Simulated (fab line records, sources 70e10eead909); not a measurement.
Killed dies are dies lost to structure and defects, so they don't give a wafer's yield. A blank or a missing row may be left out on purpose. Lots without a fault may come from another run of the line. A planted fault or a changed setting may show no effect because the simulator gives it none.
Chamber matching | flow nand_harc | NHARC_A_BLC_STRIP_21 on rie_diel-06: 4 sister chambers
The step strips in O2. 8 wafers are shown with their chamber, then 7 later ones without.

WAFERS WITH THEIR CHAMBER
wafer  | chamber | showerhead_plenum_p_Torr (Torr) | rf_vpp_V (V)
L454.1 | 1       | 3.42                            | 57.3
L456.6 | 1       | 3.42                            | 59.1
L459.2 | 3       | 3.45                            | 57.1
L459.5 | 0       | 3.48                            | 57.1
L463.5 | 3       | 3.44                            | 57.4
L463.6 | 2       | 3.49                            | 56.7
L464.1 | 0       | 3.48                            | 57.0
L464.3 | 2       | 3.49                            | 58.5

WAFERS WITHOUT THEIR CHAMBER
wafer  | showerhead_plenum_p_Torr (Torr) | rf_vpp_V (V)
L464.6 | 3.48                            | 58.0
L468.1 | 3.48                            | 58.4
L468.2 | 3.41                            | 57.4
L468.3 | 3.48                            | 57.3
L469.1 | 3.48                            | 57.8
L469.5 | 3.41                            | 57.0
L469.6 | 3.48                            | 57.3

WHICH CHAMBER EACH WENT THROUGH
wafer  | from the rows above     | in truth
L464.6 | can't be placed: 0 or 2 | 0
L468.1 | can't be placed: 0 or 2 | 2
L468.2 | 1                       | 1
L468.3 | 0                       | 0
L469.1 | 0                       | 0
L469.5 | 1                       | 1
L469.6 | 0                       | 0
Placed correctly: 5 of 7. Can't be placed from these rows: 2 (the true chamber is among the candidates in 2). Placed wrongly: 0.
How it was worked out, from the rows above alone: a wafer's distance from a chamber is the root of the sum, over the readings, of the square of ((its reading less the chamber's mean) divided by the reading's scatter). The wafer belongs to the nearest chamber; if the next one is less than 2 further off, it can't be placed. A chamber's mean is the mean of its shown wafers. The scatter: the root of (the sum of the squares of (reading less its chamber's mean) over the shown wafers, divided by (wafers less chambers)).
